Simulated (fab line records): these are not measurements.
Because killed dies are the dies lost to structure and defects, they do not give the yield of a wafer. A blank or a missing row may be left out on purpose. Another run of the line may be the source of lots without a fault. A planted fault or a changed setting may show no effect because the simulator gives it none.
Chamber matching || flow n5Finfet || N5_BEOL_M11_CURE_71 on uvCure-02: 3 sister chambers
The step cures SiCOH lowk, time 240 s. 6 wafers are shown with their chamber, then 7 later ones without.

== WAFERS, EACH WITH ITS CHAMBER ==
{"wafer": "L082.5", "chamber": 2, "wafer_temp_C_max": 387.6, "lampPowerPct (%)": 52.28}
{"wafer": "L082.6", "chamber": 2, "wafer_temp_C_max": 386.4, "lampPowerPct (%)": 52.28}
{"wafer": "L089.4", "chamber": 0, "wafer_temp_C_max": 388.9, "lampPowerPct (%)": 52.35}
{"wafer": "L089.6", "chamber": 0, "wafer_temp_C_max": 387.7, "lampPowerPct (%)": 52.29}
{"wafer": "L093.2", "chamber": 1, "wafer_temp_C_max": 385.9, "lampPowerPct (%)": 52.32}
{"wafer": "L093.4", "chamber": 1, "wafer_temp_C_max": 386.3, "lampPowerPct (%)": 52.27}

== WAFERS WHOSE CHAMBER IS MISSING ==
{"wafer": "L093.5", "wafer_temp_C_max": 385.9, "lampPowerPct (%)": 52.17}
{"wafer": "L092.1", "wafer_temp_C_max": 386.2, "lampPowerPct (%)": 52.33}
{"wafer": "L092.2", "wafer_temp_C_max": 386.8, "lampPowerPct (%)": 52.37}
{"wafer": "L092.5", "wafer_temp_C_max": 386.2, "lampPowerPct (%)": 52.28}
{"wafer": "L097.2", "wafer_temp_C_max": 388.6, "lampPowerPct (%)": 52.34}
{"wafer": "L097.3", "wafer_temp_C_max": 389.1, "lampPowerPct (%)": 52.32}
{"wafer": "L097.5", "wafer_temp_C_max": 388.4, "lampPowerPct (%)": 52.23}

== THE CHAMBER EACH PASSED THROUGH ==
{"wafer": "L093.5", "from the rows above": "can't be placed: 2 or 1", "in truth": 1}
{"wafer": "L092.1", "from the rows above": "can't be placed: 1 or 2 or 0", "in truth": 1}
{"wafer": "L092.2", "from the rows above": "can't be placed: 1 or 0 or 2", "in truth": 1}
{"wafer": "L092.5", "from the rows above": "can't be placed: 1 or 2", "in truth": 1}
{"wafer": "L097.2", "from the rows above": 0, "in truth": 0}
{"wafer": "L097.3", "from the rows above": 0, "in truth": 0}
{"wafer": "L097.5", "from the rows above": "can't be placed: 2 or 0 or 1", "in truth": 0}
Correct placement for 2 of the 7. These rows do not allow placing 5 (true chamber among the candidates in 5). 0 placed wrongly.
How it was worked out, from the rows above alone: a wafer's distance from a chamber is the root of the sum, over the readings, of the square of ((its reading less the chamber's mean) divided by the reading's scatter). The wafer belongs to the nearest chamber; if the next one is less than 2 further off, it can't be placed. A chamber's mean is the mean of its shown wafers. The scatter is the square root of a quotient: the sum, over the shown wafers, of each reading's squared deviation from its chamber's mean, divided by wafers minus chambers.
